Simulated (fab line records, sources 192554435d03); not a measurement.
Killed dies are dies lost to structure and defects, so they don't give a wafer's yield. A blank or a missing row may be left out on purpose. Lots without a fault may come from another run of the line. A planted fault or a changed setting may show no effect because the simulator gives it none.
fab line records | flow n5_finfet
record lots=9 wafers=27 last_day=17
route steps=1938 shown BEOL_M4@1111 BEOL_M10@1509 MIM_BOT@1832 MIM_BOT_LITHO@1862 TV_OPEN@1888 PASSIVATION@1936
lots that met no fault: from a run of the same line without faults
start_h: hours from the record's first day to the start of the lot's first wafer shown | wait_h: hours since the lot's step before | " the same as in the row above | L1.1+2: a row that stands for several wafers | - no value, or no start given | * or withheld: withheld | < > ~ a bound
route shown NAME@n: a module of which the file shows steps, and the number in the route of the first | usual: mean/standard deviation of fault-free wafers | same: alike in all rows | chamber/n: place in a boat | sites: the reading at each site | _std_site: their standard deviation | _edge_site: outer sites' mean less inner sites' | radius_mm: how far each site lies from the wafer's centre | mask NAME#n: copy n | behind: the tool/chamber that last shaped the wafer | hold: why the lot was held/for how many hours/how that ended | device: the transistor (n, p or np) that didn't switch | end of line: the same wafers' tests at the end of the route | a step without rows: its recipe alone | killed: dies lost to structure and defects at the first sort, not the wafer's yield | map: a wafer's dies, x killed, . not, _ none there
set.NAME: the setting as run; set.NAME@STEP: as run at that earlier step | model.NAME: the simulator's own value behind a step, which no gauge read
steps of the route over a sample of lots; a table a step, a row a wafer
services: from which hour (start_h, from the record's first day; less than 0 if before it) a tool's chamber was out of use, for how many hours, and why
## steps
# step N5_BEOL_M4_RC_MEAS_101
# usual DIBL_N=36.8/2.2 DIBL_P=37.0/2.8 IOFF_N=0.18/0.043 IOFF_P=0.23/0.05 ION_N=680/14 ION_P=466/9.1 SS_N=71.7/0.74 SS_P=73.5/0.79 VT_N=248/4 VT_P=-249/4.1
# columns lot.wafer tool chamber start_h wait_h DIBL_N[mV/V] DIBL_P[mV/V] IOFF_N[nA/um] IOFF_P[nA/um] ION_N[uA/um] ION_P[uA/um] SS_N[mV/dec] SS_P[mV/dec] VT_N[mV] VT_P[mV]
L263.1 prober-01 0 169.07 0.0 39.6 41.3 0.29 0.36 715 484 72.7 74.8 238 -241
L263.3 " 0 " " 35.4 36.2 0.17 0.22 691 470 71.5 73.3 247 -246
L263.5 " 0 " " 37.8 39.6 0.23 0.32 696 480 72.1 74.0 243 -242
L261.2 prober-01 0 177.38 0.2 34.7 35.3 0.13 0.19 665 459 71.2 73.2 251 -253
L261.3 " 0 " " 33.8 35.0 0.13 0.19 687 467 71.0 73.7 249 -251
L261.5 " 0 " " 37.8 38.8 0.20 0.25 689 467 71.7 74.1 246 -249
L264.1 prober-01 0 197.16 0.1 35.7 36.9 0.18 0.19 677 453 71.6 73.4 243 -254
L264.3 " 0 " " 36.3 38.2 0.17 0.19 667 456 71.6 73.1 253 -253
L264.6 " 0 " " 37.7 40.2 0.23 0.24 700 467 72.0 73.6 244 -250
L269.1 prober-02 0 224.45 0.0 40.9 45.1 0.28 0.36 698 474 72.8 75.9 240 -244
L269.2 " 0 " " 36.3 39.3 0.17 0.23 685 472 71.2 72.8 247 -251
L269.3 " 0 " " 31.0 32.1 0.09 0.13 647 449 69.7 71.9 256 -257
L271.2 prober-02 0 230.72 0.2 40.1 39.8 0.20 0.30 671 470 72.0 74.3 249 -244
L271.3 " 0 " " 38.5 38.5 0.19 0.28 681 477 71.6 73.3 246 -243
L271.5 " 0 " " 42.5 42.6 0.27 0.36 700 479 73.1 74.9 244 -242
L278.2 prober-02 0 260.82 0.2 38.1 35.3 0.18 0.24 688 475 72.0 73.1 249 -246
L278.3 " 0 " " 40.9 38.5 0.22 0.30 693 478 72.2 74.1 243 -244
L278.4 " 0 " " 38.4 35.4 0.16 0.23 669 459 71.9 73.5 252 -248
L280.2 prober-01 0 284.66 0.2 33.8 32.3 0.13 0.18 664 461 71.4 72.0 253 -252
L280.4 " 0 " " 36.8 36.9 0.18 0.25 682 468 71.5 72.8 247 -249
L280.5 " 0 " " 38.4 38.7 0.23 0.27 700 479 71.8 73.7 242 -248
L282.1 prober-01 0 291.49 0.0 37.4 36.0 0.18 0.20 687 459 71.9 73.4 249 -252
L282.3 " 0 " " 39.8 41.2 0.25 0.31 707 480 73.3 74.3 244 -249
L282.4 " 0 " " 38.5 37.6 0.21 0.23 683 460 72.8 73.8 247 -250
L283.1 prober-01 0 298.57 0.0 33.4 34.3 0.12 0.17 671 460 70.6 73.1 256 -255
L283.3 " 0 " " 37.3 39.2 0.20 0.25 687 468 71.6 73.7 246 -250
L283.4 " 0 " " 35.5 37.2 0.15 0.22 670 466 71.4 73.1 251 -250
# step N5_BEOL_M10_VIA_ETCH_34
# recipe chemistry=C4F6/O2 target=SiCOH_lowk target_depth_a=1845 mask_material=SOC taper_deg=4 time_s=69.2 ion_energy_ev=250 pressure_mtorr=30 source_w=345 bias_w=185 Ar_flow_sccm=300 C4F6_flow_sccm=10 O2_flow_sccm=10
# usual C4F6_flow_sccm=10.001/0.027 drypump_motor_current_A=5.6/0.58 oes_product_au=0.81/0.089 rf_vpp_V=675/18 showerhead_plenum_p_Torr=2.88/0.098 throttle_valve_pct=20.90/0.25
# same time_s=69.2
# columns lot.wafer tool chamber start_h wait_h C4F6_flow_sccm drypump_motor_current_A oes_product_au rf_hours_counter_h rf_vpp_V showerhead_plenum_p_Torr throttle_valve_pct
L263.1 rie_diel-04 2 220.80 0.0 10.004 5.6 0.94 15 689 2.75 20.58
L263.3 " 0 " " 9.991 6.7 0.73 199 694 2.94 20.91
L263.5 " 0 " " 10.005 6.7 0.73 - 695 2.94 20.93
L261.2 rie_diel-06 2 229.92 0.0 9.965 5.1 0.78 109 687 3.02 20.83
L261.3 " 1 " " 10.013 4.8 0.69 226 646 2.79 20.97
L261.5 " 2 " " 10.004 5.1 0.77 - 688 3.02 20.84
L264.1 rie_diel-06 0 247.06 0.0 10.010 6.2 0.95 5 651 2.78 20.85
L264.3 " 3 " " 9.988 5.9 0.77 122 694 2.85 20.85
L264.6 " 0 " " 9.986 6.2 0.95 - 650 2.78 20.86
L269.1 rie_diel-04 1 274.46 0.0 9.958 5.8 0.95 12 649 2.92 21.23
L269.2 " 3 " " 10.051 6.3 0.74 159 682 2.76 21.39
L269.3 " 0 " " 9.969 6.7 0.72 218 695 2.93 20.95
L271.2 rie_diel-06 1 281.31 0.0 9.948 4.8 0.57 244 643 2.78 20.96
L271.3 " 3 " " 9.997 5.9 0.76 134 695 2.84 20.87
L271.5 " 2 " " 10.024 5.1 0.63 - 688 3.01 20.82
L278.2 rie_diel-05 2 314.83 0.0 9.997 5.3 0.79 106 661 2.82 20.40
L278.3 " 1 " " 10.030 5.3 0.87 - 675 2.98 20.95
L278.4 " 2 " " 10.016 5.3 0.79 - 660 2.82 20.39
L280.2 rie_diel-05 1 333.83 0.0 10.022 5.3 0.85 65 676 2.98 20.95
L280.4 " 1 " " 9.996 5.3 0.84 - 676 2.98 20.96
L280.5 " 2 " " 10.010 5.3 0.77 - 660 2.82 20.41
L282.1 rie_diel-06 3 344.74 0.0 9.972 5.9 0.74 163 693 2.83 20.90
L282.3 " 2 " " 10.003 5.1 0.74 155 686 3.00 20.89
L282.4 " 2 " " 10.040 5.1 0.73 - 687 3.00 20.90
L283.1 rie_diel-06 1 349.47 0.0 10.048 4.8 0.90 14 645 2.77 20.69
L283.3 " 3 " " 10.027 5.9 0.74 166 694 2.83 20.92
L283.4 " 1 " " 10.016 4.8 0.91 - 644 2.77 20.69
# step N5_MIM_BOT_DEGAS_01
# recipe ambient=vacuum temp_c=300 time_s=60
# usual heater_power_w=480/70
# same time_s=60
# columns lot.wafer tool chamber start_h wait_h heater_power_w
L263.1 pvd_sputter-03 - 256.26 0.7 491
L263.3 " - " " 473
L263.5 " - " " 471
L261.2 pvd_sputter-01 - 269.40 0.0 469
L261.3 " - " " 513
L261.5 " - " " 453
L264.1 pvd_sputter-01 - 290.36 0.5 471
L264.3 " - " " 442
L264.6 " - " " 443
L269.1 pvd_sputter-03 - 311.14 1.5 613
L269.2 " - " " 471
L269.3 " - " " 503
L271.3 pvd_sputter-02 - 320.43 0.8 592
L278.2 pvd_sputter-02 - 350.06 0.2 538
L278.3 " - " " 584
L278.4 " - " " 435
L280.2 pvd_sputter-02 - 377.09 0.7 593
L280.4 " - " " 443
L280.5 " - " " 342
L282.1 pvd_sputter-02 - 383.89 1.9 444
L282.3 " - " " 541
L282.4 " - " " 324
L283.1 pvd_sputter-03 - 389.21 0.7 382
L283.3 " - " " 468
L283.4 " - " " 483
# step N5_MIM_BOT_LITHO_CD_MEAS_08
# recipe target_cd_nm=3000 landing_energy_ev=500 detector=se_inlens polarity=opening
# usual cd_nm=2998.8/2.4
# columns lot.wafer tool chamber start_h wait_h cd_nm
L263.1 cd_sem-03 0 258.70 - 2997.7
L263.3 " 0 " " 2996.0
L263.5 " 0 " " 3001.0
L261.2 cd_sem-02 0 273.87 - 2993.7
L261.3 " 0 " " 2999.3
L261.5 " 0 " " 2997.4
L264.1 cd_sem-02 0 294.76 - 3001.7
L264.3 " 0 " " 2997.3
L264.6 " 0 " " 2999.2
L269.1 cd_sem-03 0 313.11 - 3001.4
L269.2 " 0 " " 2997.5
L269.3 " 0 " " 2999.2
L271.3 cd_sem-03 0 322.69 - 2999.8
L278.2 cd_sem-03 0 353.55 - 2996.7
L278.3 " 0 " " 2995.5
L278.4 " 0 " " 2996.8
L280.2 cd_sem-03 0 381.38 - 2996.2
L280.4 " 0 " " 2995.9
L280.5 " 0 " " 2998.4
L282.1 cd_sem-03 0 386.52 - 3001.3
L282.3 " 0 " " 3001.3
L282.4 " 0 " " 3002.3
L283.1 cd_sem-01 0 391.56 - 3000.6
L283.3 " 0 " " 3000.5
L283.4 " 0 " " 3001.8
# step N5_PASSIVATION_VIA_ETCH_13
# recipe chemistry=CHF3/O2 target=SiO2 target_depth_a=6600 CHF3_flow_sccm=50 O2_flow_sccm=5 Ar_flow_sccm=200 time_s=330 mask_material=PR pressure_mtorr=30 source_w=650 bias_w=170 ion_energy_ev=200 ends=cleared
# usual drypump_motor_current_A=5.9/0.4 etch_rf_on_time_s=236/8.1 oes_product_au=0.71/0.087 rf_vpp_V=520/18 showerhead_plenum_p_Torr=2.42/0.072 throttle_valve_pct=18.87/0.27
# columns lot.wafer tool chamber start_h wait_h drypump_motor_current_A etch_rf_on_time_s oes_product_au rf_hours_counter_h rf_vpp_V showerhead_plenum_p_Torr throttle_valve_pct
L263.1 rie_diel-03 0 265.09 0.0 6.2 240 0.65 184 508 2.48 18.71
L263.3 " 2 " " 6.4 233 0.64 189 532 2.39 18.89
L263.5 " 3 " " 6.5 243 0.76 - 526 2.54 18.69
L261.2 rie_diel-01 0 275.59 0.0 5.1 236 0.63 211 510 2.49 18.92
L261.3 " 1 " " 5.7 238 0.81 25 488 2.36 18.44
L261.5 " 2 " " 5.4 237 0.75 - 537 2.42 19.08
L264.1 rie_diel-02 0 298.71 0.0 5.9 224 0.83 23 549 2.43 18.51
L264.3 " 1 " " 5.7 248 0.61 227 499 2.29 19.21
L264.6 " 1 " " 5.7 244 0.61 - 500 2.29 19.21
L269.1 rie_diel-03 0 314.99 0.0 6.1 242 0.63 201 508 2.47 18.72
L269.2 " 3 " " 6.6 241 0.75 74 526 2.54 18.72
L269.3 " 1 " " 5.7 243 0.62 209 514 2.37 19.17
L271.3 rie_diel-03 3 325.47 0.0 6.6 248 0.74 78 525 2.53 18.72
L278.2 rie_diel-02 0 357.13 0.0 5.9 225 0.80 44 548 2.42 18.54
L278.3 " 1 " " 5.7 243 0.61 246 498 2.29 19.25
L278.4 " 2 " " 6.0 238 0.63 236 519 2.48 19.12
L280.2 rie_diel-03 2 383.79 0.0 6.4 239 0.62 227 531 2.38 18.95
L280.4 " 3 " " 6.5 247 0.72 96 525 2.53 18.77
L280.5 " 0 " " 6.1 238 0.63 - 508 2.47 18.79
L282.1 rie_diel-03 3 388.45 0.0 6.6 236 0.73 97 527 2.53 18.77
L282.3 " 2 " " 6.4 235 0.62 228 530 2.38 18.96
L282.4 " 0 " " 6.1 238 0.62 225 508 2.47 18.77
L283.1 rie_diel-01 0 393.60 0.0 5.1 230 0.62 248 509 2.48 18.96
L283.3 " 3 " " 6.4 231 0.82 35 519 2.35 18.53
L283.4 " 2 " " 5.4 232 0.71 137 537 2.40 19.14
# step N5_PASSIVATION_PROBE_49
# usual defect_limited_yield=91.4/1.5 killed_at_M0_to_M3=36/11 killed_at_M4_up=14/6 killed_at_contacts=11/6 killed_at_front_end=37/11 killed_at_other=4/3.4 killed_dies=102/18 killed_on_rim=13/3.5 killed_open=66/13 killed_short=34/7.8 sort_bin_4_leakage=0.00/0.017 sort_bin_5_function=5.0/0.97 sort_bin_6_memory=3.2/0.7 sort_bin_8_speed=0.0/0.38 sort_n_pass=1078/19 sort_yield_pct=91.3/1.6
# same gross_dies=1180 killed_at_back_side=0
# columns lot.wafer tool chamber start_h wait_h defect_limited_yield[%] killed_at_M0_to_M3 killed_at_M4_up killed_at_contacts killed_at_front_end killed_at_other killed_dies killed_on_rim killed_open killed_short sort_bin_4_leakage[%] sort_bin_5_function[%] sort_bin_6_memory[%] sort_bin_8_speed[%] sort_n_pass sort_yield_pct[%]
L271.2 prober-01 - 332.22 0.1 0 76 1051 9 44 0 1180 152 94 47 0 95.5 4.4 0 0 0
L271.3 prober-01 - 332.27 0.1 90.8 33 14 8 45 8 108 18 74 28 0 5.3 3.3 0 1072 90.8
L271.5 prober-01 - 332.37 0.2 0.3 40 1046 4 77 9 1176 152 95 39 0 94.6 4.7 0 4 0.3
L278.4 prober-01 - 363.72 0.2 93.1 30 10 7 34 0 81 10 56 24 0 3.6 2.8 0 1099 93.1
# killed by level:class
L271.2 BEOL_M10:area_etch=1039 BEOL_M1:geometric_particle:open=18 BEOL_M2:geometric_particle:open=14 FIN_SAQP:geometric_particle:open=12 BEOL_M0_SAQP:geometric_particle:short=12 FIN_SAQP:geometric_particle:short=10 BEOL_M0_SAQP:geometric_particle:open=10 STI_FIN_REVEAL:geometric_particle:open=9
L271.3 FIN_SAQP:geometric_particle:open=13 BEOL_M2:geometric_particle:open=10 BEOL_M1:geometric_particle:open=8 BEOL_M4:geometric_particle:open=8 DUMMY_GATE:geometric_particle:open=7 MOL_CONTACT_COAG:geometric_particle:open=6 PASS1_CAP:geometric_particle:short=6 HKMG_FIN:area_etch=5
L271.5 BEOL_M10:area_etch=1042 FIN_SAQP:geometric_particle:open=33 BEOL_M1:geometric_particle:open=16 FIN_SAQP:geometric_particle:short=15 BEOL_M2:geometric_particle:open=11 STI_FIN_REVEAL:geometric_particle:open=10 DUMMY_GATE:geometric_particle:open=8 GATE_CUT:geometric_particle:short=6
L278.4 BEOL_M3:geometric_particle:open=15 STI_FIN_REVEAL:geometric_particle:open=10 GATE_CUT:geometric_particle:open=6 GATE_CUT:geometric_particle:short=5 MOL_CONTACT_COAG:geometric_particle:open=5 FIN_SAQP:geometric_particle:open=4 DUMMY_GATE:geometric_particle:open=2 ILD0:geometric_particle:short=2
## services
# columns tool chamber start_h hours kind
rie_diel-06 0 197.25 - clean
rie_diel-06 0 197.25 - consumable_replace:focus_ring
rie_diel-06 0 197.25 35.3 scheduled_down
rie_diel-03 - 198.08 1.1 repair
rie_diel-03 - 199.54 2.6 repair
rie_diel-01 3 213.02 48.6 repair
rie_diel-03 0 216.61 2.9 repair
rie_diel-04 1 235.62 8.8 repair
rie_diel-05 3 239.05 115.1 repair
rie_diel-03 - 283.25 0.1 repair
rie_diel-03 1 299.40 1.6 repair
rie_diel-02 1 311.81 7.9 repair
rie_diel-02 3 314.33 6.4 repair
pvd_sputter-02 - 321.23 1.2 repair
pvd_sputter-01 - 330.79 2.4 repair
rie_diel-06 0 336.10 14.8 repair
rie_diel-01 2 344.05 3.6 repair
rie_diel-05 0 345.00 5.6 repair
rie_diel-02 3 358.48 9.0 repair
pvd_sputter-01 - 366.78 2.9 repair
rie_diel-01 3 371.86 5.6 repair
pvd_sputter-03 - 373.64 2.2 repair
rie_diel-01 - 377.20 0.4 repair
rie_diel-05 - 384.77 1.2 repair
## key
first_sign step=N5_PASSIVATION_PROBE_49 reading=killed_at_M4_up direction=up sigmas=99+ usual=14 struck=1048
effect step=N5_PASSIVATION_PROBE_49 reading=sort_bin_5_function direction=up sigmas=92 usual=5.0 struck=95.0
more_kills_born_at N5_BEOL_M10_VIA_ETCH_34@rie_diel-06=2081
met_at N5_BEOL_M10_VIA_ETCH_34
struck_lots L271
struck_wafers L271.2,L271.5
later_rows_left_out L271.2,L271.5
not_acting_at N5_MIM_BOT_DEGAS_01,N5_MIM_BOT_LITHO_CD_MEAS_08,N5_PASSIVATION_VIA_ETCH_13
onset_between 247.06 281.31
fault kind=process_parameter_drift tool=rie_diel-06 chamber=- onset_h=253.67 steps=N5_BEOL_M10_VIA_ETCH_34 channel=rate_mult offset=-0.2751 shape=step end_h=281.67 scope=struck_wafers_only
# later_rows_left_out: the simulator's readings of these wafers behind a module that went badly wrong aren't trusted and aren't shown, but for the sort
